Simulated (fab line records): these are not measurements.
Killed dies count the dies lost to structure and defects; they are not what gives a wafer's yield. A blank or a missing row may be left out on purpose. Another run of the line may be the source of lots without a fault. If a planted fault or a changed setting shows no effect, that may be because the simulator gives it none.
Struck lot and sound lot, side by side || flow n5 finfet || 41 steps out of a route of 1938
Sound: these wafers, L448.2, L448.4, L448.6. Struck: wafer L449.2 (L449.1, L449.4, from the same lot, were not struck and are left out); the cause is given at the end.
Each step with rows lists, per side, the tool, then ch with its chambers, then its first start. Under that, the readings that differ: sound wafers || struck wafers || difference of the means || sigmas: that difference in standard deviations of wafers without a fault.
alike: readings whose means differ by less than 2 such deviations, and words and numbers that are the same on both sides. not compared: withheld readings, readings that some wafer has no value for, bounds like >300 that may hide the same value, and numbers for which the record gives no deviation and whose values overlap.
A row with sigmas, a row that says differs or no value, or rows on one side alone: a step with any of these is where the two part. Numbers that have no deviation but don't overlap get no sigmas and don't part them. A reading that every wafer of one side lacks parts them only if that side has two wafers or more.

first, 12 steps without rows for these wafers: N5_HKMG_FIN_STRIP_33 (strips in N2/H2); N5_HKMG_FIN_STRIP_34 (strips in CF4); N5_HKMG_FIN_ETCH_35 (etches SOC in N2/H2, target depth 215.8 nm, time 243.4 s); N5_HKMG_FIN_STRIP_92 (strips SOC in N2/H2, time 20 s); N5_HKMG_FIN_WET_ETCH_18 (etches TiN in SC1, time 55 s, target depth 5.2 nm, rinse time 30 s); N5_HKMG_FIN_STRIP_19 (strips in N2/H2, time 360 s); N5_HKMG_FIN_ALD_91 (deposits TiN, target thk 1 nm, pulse time 1 s, purge time 3 s); N5_HKMG_FIN_COAT_85 (time 60 s, resist thk 300 nm); N5_HKMG_FIN_ETCH_86 (etches SOC in N2/H2, stops on TiN, target depth 393.2 nm); N5_HKMG_FIN_STRIP_89 (strips SOC in N2/H2, time 20 s); N5_HKMG_FIN_WET_ETCH_87 (etches TiN in SC1, time 154.2 s, target depth 4.7 nm, rinse time 30 s); N5_HKMG_FIN_STRIP_88 (strips in N2/H2, time 360 s).
N5_HKMG_FIN_NWFM_ALD_20: deposits TiAlC, target thk 2 nm, pulse time 3 s, purge time 2 s.
  sound on ald metal-04 ch 2,3, day 8 06:31; struck on ald metal-01 ch 0, day 8 12:20
{"reading": "susceptor temp C (C)", "sound": "300.13 299.88 299.65", "struck": 287.04, "difference": -12.85, "sigmas": -68}
  alike: heater power w, precursor pulse height rel
  not compared: since wet clean h
then, 26 steps without rows for these wafers: N5_HKMG_FIN_ALD_71 (deposits TiN, target thk 1 nm, pulse time 1 s, purge time 3 s); N5_HKMG_FIN_COAT_66 (time 60 s, resist thk 300 nm); N5_HKMG_FIN_ETCH_67 (etches SOC in N2/H2, stops on TiN, target depth 388.9 nm); N5_HKMG_FIN_STRIP_90 (strips SOC in N2/H2, time 20 s); N5_HKMG_FIN_WET_ETCH_73 (etches the open film in SC1, time 42.3 s, target depth 1.3 nm, rinse time 30 s); N5_HKMG_FIN_ETCHBACK_68 (etches the open film in Cl2/Ar, stops on HfO2, target depth 0.5 nm); N5_HKMG_FIN_STRIP_69 (strips in N2/H2, time 360 s); N5_HKMG_FIN_ALD_21 (deposits TiN, target thk 1.5 nm, pulse time 1 s, purge time 3 s); N5_HKMG_FIN_ALD_72 (deposits W, target thk 2 nm, pulse time 1 s, purge time 2 s); N5_HKMG_FIN_W_FILL_22 (material W, target thk 60 nm, time 18.2 s); N5_HKMG_FIN_PRECLEAN_83 (cleans in DIW, time 57.5 s); N5_HKMG_FIN_SRD_84 (dry time 32 s); N5_HKMG_FIN_CMP_23 (polishes, stops on SiNx, t overpolish 10 s, target thk 46.326 nm); N5_HKMG_FIN_CMP_94 (polishes, stops on SiNx, t overpolish 4.7 s, target thk 43.299 nm); N5_GATE_CUT_ETCHBACK_00 (etches W in SF6/Cl2); N5_GATE_CUT_ETCH_56 (etches TiN in Cl2/Ar, target depth 21.6 nm); N5_GATE_CUT_ETCHBACK_30 (etches TiN in Cl2/Ar, target depth 3 nm); N5_GATE_CUT_VAPOR_ETCH_60 (etches HfO2 in BCl3/Cl2); N5_GATE_CUT_ETCH_58 (etches SiNx in CH3F/O2, target depth 17 nm, time 128.6 s); N5_GATE_CUT_STRIP_59 (strips in N2/H2, time 20 s); N5_GATE_CUT_PRECLEAN_31 (cleans in DIW, time 300 s); N5_GATE_CUT_SRD_32 (time 30 s); N5_GATE_CUT_SAC_CAP_01 (material SiNx, target thk 24 nm, pulse time 1 s, ald cycles 480); N5_GATE_CUT_PECVD_57 (deposits SiNx from SiH4/NH3/N2, target thk 21 nm); N5_GATE_CUT_CMP_02 (polishes, stops on SiO2, t overpolish 12.7 s, target thk 0 nm); N5_GATE_CUT_HM_DEP_46 (deposits SiO2 from TEOS/O2, target thk 130 nm, time 26.6 s).
-- the record jumps here: 4 days lie between the struck wafers' starts before and after (it left off in module GATE_CUT and takes up again in module BEOL_M4, whose first step shown is number 1111 of the route) --
N5_BEOL_M4_RC_MEAS_101:
  sound on prober-02 ch 0, day 12 12:58; struck on prober-01 ch 0, day 12 15:37
{"reading": "IOFF_N (nA/um)", "sound": "0.137 0.151 0.165", "struck": 0.055, "difference": -0.096, "sigmas": -4}
{"reading": "IOFF_N_85C (nA/um)", "sound": "2.7 3.0 3.2", "struck": 1.2, "difference": -1.8, "sigmas": -4}
{"reading": "IOFF_N_LIN (nA/um)", "sound": "0.065 0.070 0.075", "struck": 0.028, "difference": -0.042, "sigmas": -4}
{"reading": "IOFF_N_LONG (nA/um)", "sound": "5.39e-05 5.52e-05 5.57e-05", "struck": 3.17e-05, "difference": -2.32e-05, "sigmas": -11}
{"reading": "ION_N (uA/um)", "sound": "682 675 690", "struck": 619, "difference": -63, "sigmas": -5}
{"reading": "VT_N (mV)", "sound": "254.0 249.8 248.1", "struck": 275.3, "difference": "+24.7", "sigmas": "+8"}
{"reading": "VT_N_LONG (mV)", "sound": "275.1 277.6 276.7", "struck": 297.2, "difference": "+20.7", "sigmas": "+12"}
{"reading": "VT_N_LVT (mV)", "sound": "100.4 99.5 97.1", "struck": 124.7, "difference": "+25.7", "sigmas": "+9"}
  alike: DIBL_N, DIBL_P, IOFF_P, ION_P, SS_N, SS_P, VT_P
-- the record jumps here: 5 days lie between the struck wafers' starts before and after (it left off in module BEOL_M4 and takes up again in module PASSIVATION, whose first step shown is number 1936 of the route) --
N5_PASSIVATION_PROBE_49:
  sound on prober-01 at day 17 07:51; struck on prober-01 at day 17 06:48
{"reading": "sort_bin_8_speed (%)", "sound": "0 0 0", "struck": 32.46, "difference": "+32.46", "sigmas": "+99 or more"}
{"reading": "sort n pass", "sound": "1073 1078 1074", "struck": 676, "difference": -399, "sigmas": -20}
{"reading": "sort yield pct (%)", "sound": "90.9 91.4 91.0", "struck": 57.3, "difference": -33.8, "sigmas": -20}
  alike: defect limited yield, killed_at_M0_to_M3, killed_at_M4_up, killed at contacts, killed at front end, killed at other, killed dies, killed open, killed short, sort_bin_5_function, sort_bin_6_memory

== WHERE THEY PART ==
First at N5_HKMG_FIN_NWFM_ALD_20; last, within this record, at N5_PASSIVATION_PROBE_49.

WHY: what the simulator had put in
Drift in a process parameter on ald metal-01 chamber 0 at N5_HKMG_FIN_NWFM_ALD_20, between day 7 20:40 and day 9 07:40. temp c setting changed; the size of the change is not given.
